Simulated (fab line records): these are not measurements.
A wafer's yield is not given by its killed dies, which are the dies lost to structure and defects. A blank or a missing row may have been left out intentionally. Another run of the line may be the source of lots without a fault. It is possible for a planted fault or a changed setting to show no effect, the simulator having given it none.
Chamber matching -- flow nandHarc -- NHARC_A_STAIRCASE_DESCUM_186 on rieDiel-10: 4 sister chambers
The step chemistry O2, time 3 s. 4 wafers are shown with their chamber, then 12 later ones without.

WAFERS WITH THEIR CHAMBER
wafer,chamber,showerheadPlenumPTorr (Torr)
L083.1,2,1.85
L086.1,3,1.96
L086.3,1,1.76
L086.6,0,2.02

WAFERS MISSING THEIR CHAMBER
wafer,showerheadPlenumPTorr (Torr)
L090.2,2.02
L090.3,1.76
L090.4,1.85
L092.1,2.08
L092.3,1.96
L092.5,2.02
L094.2,1.84
L094.3,2.07
L094.4,1.96
L097.3,1.84
L097.4,1.95
L097.6,1.84

EACH ONE'S CHAMBER
wafer,from the rows above,in truth
L090.2,0,0
L090.3,1,1
L090.4,2,2
L092.1,0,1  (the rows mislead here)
L092.3,3,3
L092.5,0,0
L094.2,2,2
L094.3,0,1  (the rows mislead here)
L094.4,3,3
L097.3,2,2
L097.4,3,3
L097.6,2,2
Correct placement for 10 of the 12. Can't be placed from these rows: 0. Placed wrongly: 2.
How it was worked out, from the rows above alone: a wafer's distance from a chamber is the root of the sum, over the readings, of the square of ((its reading less the chamber's mean) divided by the reading's scatter). If the next closest chamber is less than 2 further off than the closest, the wafer can't be placed; otherwise it belongs to the closest. Each chamber's mean is taken over the wafers shown for it. The scatter: root of mean squared gap, hidden wafer to nearest shown wafer, with one shown wafer a chamber.
